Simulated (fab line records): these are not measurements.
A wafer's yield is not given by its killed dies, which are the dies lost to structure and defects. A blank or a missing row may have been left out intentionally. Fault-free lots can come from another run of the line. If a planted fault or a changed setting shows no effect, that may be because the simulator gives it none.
Chamber matching + flow n5Finfet + N5_BEOL_M4_ETCH_63 on rieDiel-06: 4 sister chambers
The step etches SiARC in CF4, target depth 15.6 nm, time 26 s. 8 wafers are shown with their chamber, then 7 later ones without.

WAFERS WITH THEIR CHAMBER
| wafer  | chamber | throttleValvePct (%) | drypumpMotorCurrentA (A) |
|--------|---------|----------------------|--------------------------|
| L076.4 | 1       | 15.65                | 5.4                      |
| L078.2 | 0       | 15.83                | 5.0                      |
| L078.4 | 2       | 15.65                | 5.2                      |
| L079.1 | 1       | 15.64                | 5.3                      |
| L079.2 | 2       | 15.66                | 5.2                      |
| L079.5 | 3       | 15.19                | 4.9                      |
| L081.2 | 3       | 15.21                | 4.9                      |
| L081.4 | 0       | 15.86                | 5.0                      |

WAFERS WHOSE CHAMBER IS MISSING
| wafer  | throttleValvePct (%) | drypumpMotorCurrentA (A) |
|--------|----------------------|--------------------------|
| L081.5 | 15.21                | 4.9                      |
| L088.1 | 15.69                | 5.2                      |
| L088.2 | 15.24                | 4.9                      |
| L088.4 | 15.86                | 5.0                      |
| L092.1 | 15.72                | 5.2                      |
| L092.2 | 15.89                | 5.0                      |
| L092.5 | 15.89                | 5.0                      |

WHICH CHAMBER EACH WENT THROUGH
| wafer  | from the rows above | in truth |
|--------|---------------------|----------|
| L081.5 | 3                   | 3        |
| L088.1 | 2                   | 2        |
| L088.2 | 3                   | 3        |
| L088.4 | 0                   | 0        |
| L092.1 | 2                   | 2        |
| L092.2 | 0                   | 0        |
| L092.5 | 0                   | 0        |
Placed correctly: 7 of 7. From these rows, 0 cannot be placed. Wrongly placed: 0.
How it was worked out, from the rows above alone: a wafer's distance from a chamber is the root of the sum, over the readings, of the square of ((its reading less the chamber's mean) divided by the reading's scatter). If the next closest chamber is less than 2 further off than the closest, the wafer can't be placed; otherwise it belongs to the closest. For every chamber, the mean is computed from those of its wafers that are shown. The scatter: take each reading less its chamber's mean, square it, sum over the shown wafers, divide by the number of wafers less the number of chambers, and take the root.
